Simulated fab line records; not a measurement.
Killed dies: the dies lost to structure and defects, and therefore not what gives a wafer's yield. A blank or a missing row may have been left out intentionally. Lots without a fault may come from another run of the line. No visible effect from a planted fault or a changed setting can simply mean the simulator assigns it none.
fab line records	flow n5Finfet
record lots=10	wafers=29	lastDay=17
route steps=1938 shown BEOL_M10@1512 BEOL_M11@1536
lots that met no fault: taken from a fault-free run of the same line
startH: start of the lot's first displayed wafer, in hours after the record's first day	waitH: how many hours have passed since the lot's step before this one	" same as the row above	L1.1+2: one row covering several wafers at once	- no value present, or no start provided	* or withheld: withheld	< > ~ a bound
route shown NAME@n: NAME is a module with steps in the file, n the number in the route of the first one	usual: average and standard deviation across the fault-free wafers	same: alike in all rows	chamber/n: place in a boat	sites: each site's reading	_std_site: how widely they spread, as a standard deviation	_edge_site: outer sites' mean less inner sites'	radiusMm: for every site, how far away it sits from the centre of the wafer	mask NAME#n: copy n	behind: tool/chamber where the wafer was last shaped	hold: why the lot was held/for how many hours/how that ended	device: names the non-switching transistor (n, p or np)	end of line: tests run on the same wafers once the route is complete	for a step that has no rows: nothing shown but its recipe	killed: at the first sort, the dies lost to defects and structure; wafer yield is something else	map: per-die view of a wafer (x killed, . not killed, _ where there is no die)
set.NAME: the setting the step ran with; set.NAME@STEP: the setting that earlier step ran with	model.NAME: the simulator's own value behind a step, which no gauge read
route steps across a sampled set of lots; one table per step, one row per wafer
services: the hour from which a tool's chamber was out of use, counted from the record's first day as startH (under 0 if before that day), plus the number of hours and why
## steps
# step N5_BEOL_M10_TRENCH_ETCH_37
# recipe chemistry=C4F6/O2	targetDepthA=1488.3	target=SiCOH_lowk	timeS=48	ionEnergyEv=250	pressureMtorr=30	sourceW=345	biasW=185	Ar_flow_sccm=300	C4F6_flow_sccm=10	O2_flow_sccm=10
# usual drypumpMotorCurrentA=5.6/0.46	mfcArSccm=299.8/0.98	oesProductAu=0.78/0.088	rfVppV=674/19	showerheadPlenumPTorr=2.89/0.12	throttleValvePct=21.01/0.18
lot.wafer	tool	chamber	startH	waitH	drypumpMotorCurrentA	mfcArSccm	oesProductAu	rfHoursCounterH	rfVppV	showerheadPlenumPTorr	throttleValvePct
L511.1	rieDiel-03	3	-	-	5.7	300.5	0.67	224	697	2.93	21.46
L511.2	"	1	"	"	5.2	297.8	0.88	72	688	3.01	20.74
L511.4	"	2	"	"	6.0	301.3	0.77	172	671	2.72	20.92
L513.2	rieDiel-01	1	-	-	5.7	299.9	0.70	226	659	2.71	20.93
L513.3	"	0	"	"	6.5	299.4	0.80	98	667	2.90	20.88
L513.5	"	3	"	"	5.7	300.7	0.72	-	712	2.93	20.99
L514.1	rieDiel-03	1	-	-	5.2	299.0	0.86	84	688	3.01	20.76
L514.2	"	2	"	"	6.0	300.4	0.75	185	668	2.72	20.93
L514.6	"	0	"	"	6.3	300.5	0.68	-	668	2.92	21.22
L517.1	rieDiel-01	0	-	-	6.5	299.6	0.78	107	666	2.90	20.89
L517.6	"	1	"	"	5.7	300.5	0.69	-	656	2.71	20.94
L518.1	rieDiel-04	1	-	-	5.8	298.6	0.89	39	638	2.79	20.87
L518.2	"	0	"	"	5.5	302.1	0.84	46	666	3.04	21.05
L518.5	"	0	"	"	5.5	301.1	0.84	-	666	3.04	21.05
L526.2	rieDiel-04	3	-	-	5.0	299.8	0.70	227	653	2.71	21.11
L526.3	"	0	"	"	5.6	297.9	0.83	66	667	3.03	21.08
L526.5	"	1	"	"	5.9	299.8	0.86	-	640	2.78	20.91
L529.2	rieDiel-04	1	-	-	5.8	300.7	0.84	66	639	2.78	20.91
L529.4	"	2	"	"	5.1	299.6	0.81	96	683	3.00	20.88
L529.6	"	3	"	"	5.1	299.9	0.69	-	654	2.71	21.09
L530.1	rieDiel-04	0	-	-	5.6	299.8	0.82	74	665	3.02	21.10
L530.3	"	3	"	"	5.1	300.9	0.70	236	654	2.71	21.11
L530.5	"	3	"	"	5.0	299.4	0.69	-	654	2.71	21.12
L531.2	rieDiel-04	0	-	-	5.5	299.8	0.83	76	666	3.02	21.12
L531.4	"	3	"	"	5.1	299.0	0.70	239	653	2.71	21.11
L531.6	"	2	"	"	5.1	300.8	0.80	-	684	3.00	20.88
L532.2	rieDiel-01	2	-	-	5.0	299.0	0.83	84	664	3.00	21.10
L532.3	"	0	"	"	6.5	299.5	0.74	144	666	2.88	20.96
L532.4	"	1	"	"	5.7	299.9	0.92	14	667	3.03	20.58
# step N5_BEOL_M10_ALD_74
# recipe material=TaN	targetThkA=20	tempC=275	aldPrecursorFamily=PDMAT	aldCoReactant=NH3	pressureTorr=3	carrierFlowSccm=1500	pulseTimeS=2	purgeTimeS=3	coReactantPurgeTimeS=2	coReactantPulseTimeS=3	aldCycles=40	precursorVesselTempC=75	precursorVesselPressureTorr=26.25	precursorVesselCarrierSccm=1000
# usual chamberPressureTorr=2.999/0.0069	heaterPowerW=409/35
# same pulseTimeS=2
lot.wafer	tool	chamber	startH	waitH	chamberPressureTorr	heaterPowerW
L511.1	aldMetal-01	0	224.10	0.0	3.012	402
L511.2	"	2	"	"	2.989	412
L511.4	"	3	"	"	2.994	434
L513.2	aldMetal-02	1	238.58	0.0	2.994	408
L513.3	"	0	"	"	2.997	392
L513.5	"	2	"	"	3.004	404
L514.1	aldMetal-03	0	247.60	0.0	2.999	455
L514.2	"	1	"	"	2.978	412
L514.6	"	3	"	"	3.006	410
L517.1	aldMetal-01	2	259.14	0.1	2.985	406
L517.6	"	2	"	"	2.986	414
L518.1	aldMetal-02	2	262.67	0.0	3.007	398
L518.2	"	3	"	"	3.007	442
L518.5	"	0	"	"	2.991	388
L526.2	aldMetal-03	1	316.53	0.0	3.012	402
L526.3	"	0	"	"	2.988	461
L526.5	"	1	"	"	3.002	410
L529.2	aldMetal-01	1	340.62	0.3	2.991	350
L529.4	"	3	"	"	2.989	440
L529.6	"	0	"	"	3.000	407
L530.1	aldMetal-02	0	346.90	0.0	2.976	399
L530.3	"	2	"	"	2.990	408
L530.5	"	2	"	"	3.007	402
L531.2	aldMetal-01	1	354.34	0.0	2.999	356
L531.4	"	2	"	"	2.996	423
L531.6	"	2	"	"	2.998	415
L532.2	aldMetal-03	1	357.80	0.0	2.995	385
L532.3	"	0	"	"	2.997	437
L532.4	"	2	"	"	2.994	453
# step N5_BEOL_M10_THK_MEAS_53
# recipe thkMeasGauge=xrf	reads=Cu_of_BEOL_M10_ECD_50
# usual M10_THK=142/4.3
lot.wafer	tool	chamber	startH	waitH	M10_THK[nm]
L511.1	filmMetro-02	-	227.53	-	136
L511.2	"	-	"	"	151
L511.4	"	-	"	"	146
L513.2	filmMetro-01	-	241.75	-	139
L513.3	"	-	"	"	145
L513.5	"	-	"	"	142
L514.1	filmMetro-02	-	249.31	-	149
L514.2	"	-	"	"	145
L514.6	"	-	"	"	136
L517.1	filmMetro-02	-	261.00	-	142
L517.6	"	-	"	"	139
L518.1	filmMetro-02	-	263.96	-	140
L518.2	"	-	"	"	137
L518.5	"	-	"	"	139
L526.2	filmMetro-02	-	318.06	-	143
L526.3	"	-	"	"	142
L526.5	"	-	"	"	139
L529.2	filmMetro-02	-	343.84	-	138
L529.4	"	-	"	"	148
L529.6	"	-	"	"	144
L530.1	filmMetro-02	-	348.49	-	142
L530.3	"	-	"	"	147
L530.5	"	-	"	"	147
L531.2	filmMetro-01	-	356.37	-	142
L531.4	"	-	"	"	145
L531.6	"	-	"	"	146
L532.2	filmMetro-01	-	359.20	-	138
L532.3	"	-	"	"	136
L532.4	"	-	"	"	141
# step N5_BEOL_M11_ILD_DEP_00
# recipe material=SiCOH_lowk	targetThkA=3085.1	tempC=300	precursor=DEMS/porogen	pressureTorr=5	rfW=500	timeS=58
# usual chamberPressureTorr=5.000/0.011	heaterPowerW=316/54	showerheadPlenumPTorr=5.734/0.014	showerheadVppV=1367/39	throttleValvePct=14.5/0.8
lot.wafer	tool	chamber	startH	waitH	chamberPressureTorr	heaterPowerW	showerheadPlenumPTorr	showerheadVppV	throttleValvePct
L511.1	pecvd-02	1	227.72	0.0	4.995	295	5.742	1375	14.3
L511.2	"	0	"	"	5.000	368	5.727	1398	15.1
L511.4	"	1	"	"	4.991	311	5.739	1351	14.3
L513.2	pecvd-02	0	241.95	0.0	5.009	316	5.737	1384	15.1
L513.3	"	0	"	"	5.016	326	5.726	1371	15.3
L513.5	"	0	"	"	4.999	330	5.730	1368	15.3
L514.1	pecvd-01	0	249.51	0.0	5.002	213	5.715	1305	14.0
L514.2	"	1	"	"	4.984	322	5.775	1335	16.0
L514.6	"	1	"	"	4.978	332	5.759	1339	16.2
L517.1	pecvd-02	2	261.20	0.0	5.007	372	5.727	1358	13.7
L517.6	"	0	"	"	4.999	379	5.732	1392	15.0
L518.1	pecvd-02	1	264.16	0.0	5.020	304	5.740	1351	14.3
L518.2	"	0	"	"	5.000	366	5.744	1377	14.9
L518.5	"	0	"	"	4.992	359	5.728	1364	14.9
L526.2	pecvd-04	0	318.26	0.0	4.990	247	5.726	1355	14.4
L526.3	"	1	"	"	5.000	312	5.734	1468	15.2
L526.5	"	1	"	"	5.002	321	5.732	1455	15.5
L529.2	pecvd-02	2	344.04	0.0	4.997	366	5.722	1369	13.6
L529.4	"	2	"	"	4.983	383	5.727	1384	13.8
L529.6	"	1	"	"	5.007	326	5.738	1344	14.4
L530.1	pecvd-01	0	348.69	0.0	5.014	235	5.732	1316	14.1
L530.3	"	2	"	"	5.015	293	5.735	1369	14.0
L530.5	"	2	"	"	5.002	228	5.743	1333	13.8
L531.2	pecvd-02	2	356.57	0.0	5.003	367	5.739	1331	13.8
L531.4	"	2	"	"	5.004	369	5.726	1369	13.7
L531.6	"	0	"	"	4.995	328	5.722	1384	14.9
L532.2	pecvd-01	1	359.40	0.0	4.994	328	5.779	1368	16.3
L532.3	"	0	"	"	5.008	222	5.734	1314	13.8
L532.4	"	0	"	"	5.005	219	5.735	1306	14.1
# step N5_BEOL_M11_THK_MEAS_01
# recipe reads=SiCOH_lowk_of_BEOL_M11_ILD_DEP_00
# usual M11_ILD_THK=269/3.5
lot.wafer	tool	chamber	startH	waitH	M11_ILD_THK[nm]
L511.1	filmMetro-01	-	228.31	0.4	266
L511.2	"	-	"	"	268
L511.4	"	-	"	"	271
L513.2	filmMetro-02	-	243.41	0.7	268
L513.3	"	-	"	"	273
L513.5	"	-	"	"	274
L514.1	filmMetro-01	-	250.10	0.4	270
L514.2	"	-	"	"	268
L514.6	"	-	"	"	272
L517.1	filmMetro-01	-	261.79	0.4	222
L517.6	"	-	"	"	229
L518.1	filmMetro-01	-	264.75	0.4	219
L518.2	"	-	"	"	266
L518.5	"	-	"	"	272
L526.2	filmMetro-01	-	318.86	0.4	266
L526.3	"	-	"	"	272
L526.5	"	-	"	"	276
L529.2	filmMetro-01	-	344.63	0.4	263
L529.4	"	-	"	"	268
L529.6	"	-	"	"	270
L530.1	filmMetro-02	-	349.49	0.4	266
L530.3	"	-	"	"	265
L530.5	"	-	"	"	270
L531.2	filmMetro-01	-	357.16	0.4	265
L531.4	"	-	"	"	271
L531.6	"	-	"	"	276
L532.2	filmMetro-02	-	359.99	0.4	268
L532.3	"	-	"	"	267
L532.4	"	-	"	"	271
## services
tool	chamber	startH	hours	kind
pecvd-01	2	202.38	-	clean
pecvd-01	2	202.38	-	consumableReplace:showerhead
pecvd-01	2	202.38	29.0	scheduledDown
pecvd-01	2	202.38	29.0	ventCycle
aldMetal-01	-	206.60	4.3	pm
pecvd-02	-	212.28	0.4	repair
pecvd-02	0	214.62	2.1	scheduledDown
rieDiel-04	1	218.01	6.0	repair
pecvd-02	2	241.55	5.5	scheduledDown
pecvd-02	-	245.19	5.5	pm
pecvd-02	2	255.88	2.1	scheduledDown
aldMetal-01	2	272.07	16.5	repair
aldMetal-02	-	287.14	14.6	pm
pecvd-02	1	289.42	5.5	scheduledDown
aldMetal-03	2	291.81	8.0	repair
pecvd-02	2	292.67	13.2	repair
aldMetal-01	2	294.85	3.6	repair
pecvd-01	0	296.42	5.3	repair
rieDiel-01	2	299.64	2.8	repair
pecvd-04	-	335.80	28.1	pm
aldMetal-03	-	337.64	14.0	pm
pecvd-02	2	344.81	3.0	repair
aldMetal-03	-	351.64	2.8	pm
aldMetal-02	-	357.86	1.0	repair
## key
firstSign step=N5_BEOL_M11_THK_MEAS_01	reading=M11_ILD_THK	direction=down	sigmas=13	usual=269	struck=223
effect none on later readings
metAt N5_BEOL_M11_ILD_DEP_00
struckLots L517,L518
struckWafers L517.1,L517.6,L518.1
notActingAt N5_BEOL_M10_TRENCH_ETCH_37,N5_BEOL_M10_ALD_74,N5_BEOL_M10_THK_MEAS_53
onsetBetween 241.95 261.20
fault kind=processParameterDrift	tool=pecvd-02	chamber=-	onsetH=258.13	steps=N5_BEOL_M11_ILD_DEP_00	channel=targetThkA	offset=*	shape=step	endH=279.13	scope=struckWafersOnly	actsIn=*	stated=*
